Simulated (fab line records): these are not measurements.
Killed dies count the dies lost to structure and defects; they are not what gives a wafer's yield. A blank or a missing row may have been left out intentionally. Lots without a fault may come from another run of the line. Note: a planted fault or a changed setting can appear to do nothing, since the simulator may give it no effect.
Split-lot trial	flow n5-finfet	7 lots, 21 wafers read, on a route of 1938 steps

ABOUT THE SPLIT
At N5_BEOL_M10_PEB_26 (peb time 60 s), the setting peb-time-s was moved away from the recipe's 60 s on 9 of the 21 wafers read, by -20.5% to +22.0%. This setting was run at the recipe's value on the other wafers.

FROM SPLIT TO READING: 1 step shown by the file between the two
- N5_BEOL_M10_DEVELOP_27: develop time 30 s

THE READING
cd-nm at N5_BEOL_M10_CD_MEAS_28, given in nm (cd target 70 nm). A value of 69.3 nm with a standard deviation of 0.91 nm is what fault-free wafers of this fab line usually give.

wafer	tool, chamber at the split	peb-time-s as run, s	against the recipe	cd-nm, nm	against lot-mates on the recipe
L074.1	litho-track-05, 0	60	recipe	70.8	-
L074.3	litho-track-05, 0	49.59	-17.3%	60.8	-10.0
L074.5	litho-track-05, 0	49.59	-17.3%	62.2	-8.6
L077.3	litho-track-03, 0	60	recipe	69.6	-
L077.4	litho-track-03, 0	64.12	+6.9%	71.2	+1.6
L077.6	litho-track-03, 0	64.12	+6.9%	73.2	+3.6
L080.2	litho-track-03, 0	60	recipe	68.0	-
L080.4	litho-track-03, 0	60	recipe	68.0	-
L080.6	litho-track-03, 0	60	recipe	69.5	-
L082.1	litho-track-03, 0	60	recipe	70.9	-
L082.2	litho-track-03, 0	73.18	+22.0%	77.5	+7.2
L082.6	litho-track-03, 0	60	recipe	69.6	-
L084.2	litho-track-02, 0	60	recipe	69.6	-
L084.4	litho-track-02, 0	53.58	-10.7%	64.6	-4.9
L084.6	litho-track-02, 0	60	recipe	69.4	-
L091.2	litho-track-03, 0	60	recipe	69.4	-
L091.3	litho-track-03, 0	71.59	+19.3%	75.7	+6.3
L091.4	litho-track-03, 0	71.59	+19.3%	77.0	+7.6
L094.1	litho-track-03, 0	60	recipe	67.2	-
L094.2	litho-track-03, 0	60	recipe	69.1	-
L094.3	litho-track-03, 0	47.69	-20.5%	58.6	-9.6

FIT RESULTS
A straight line over all 21 wafers: cd-nm changes by +0.421 nm for each +1% of peb-time-s; r = +0.97; the points scatter about the line by 1.1 nm.
The same after taking each lot's own level away (the mean of its wafers on the recipe; 21 wafers): +0.422 nm for each +1%; r = +0.98; scatter 1 nm.
That fit puts the effect of the largest move of peb-time-s on the reading at 9.3 nm.
From 68.15 to 70.80 nm: that is the span of the lots' own levels, equal to 2.9 times the standard deviation above.
Consequently the slope shifts little with the lot-to-lot level, the two slopes agreeing.
Check: +9.26 nm against its lot-mates is what the line predicts for one of the wafers moved furthest among these (+22.0%) when that wafer is left out of the fit. Against them it came out at +7.25 nm.

OTHER SPLITS ON THESE WAFERS
These wafers also went through other splits before the reading. Each is held against what the fit with the lots' levels taken away leaves over:
other split on the same wafers	wafers away from the commonest value	r with cd-nm (lot level and that fit taken away)
N5_BEOL_M7_ETCH_41 source-w	4	-0.49
N5_BEOL_M8_ETCH_65 source-w	6	-0.02
N5_BEOL_M9_TRENCH_ETCH_37 bias-w	7	-0.10
N5_BEOL_M10_COAT_64 spin-rpm	6	+0.14

FILE'S OWN FIT
cd-nm changes by +0.415 nm for each +1% of peb-time-s, r = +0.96.
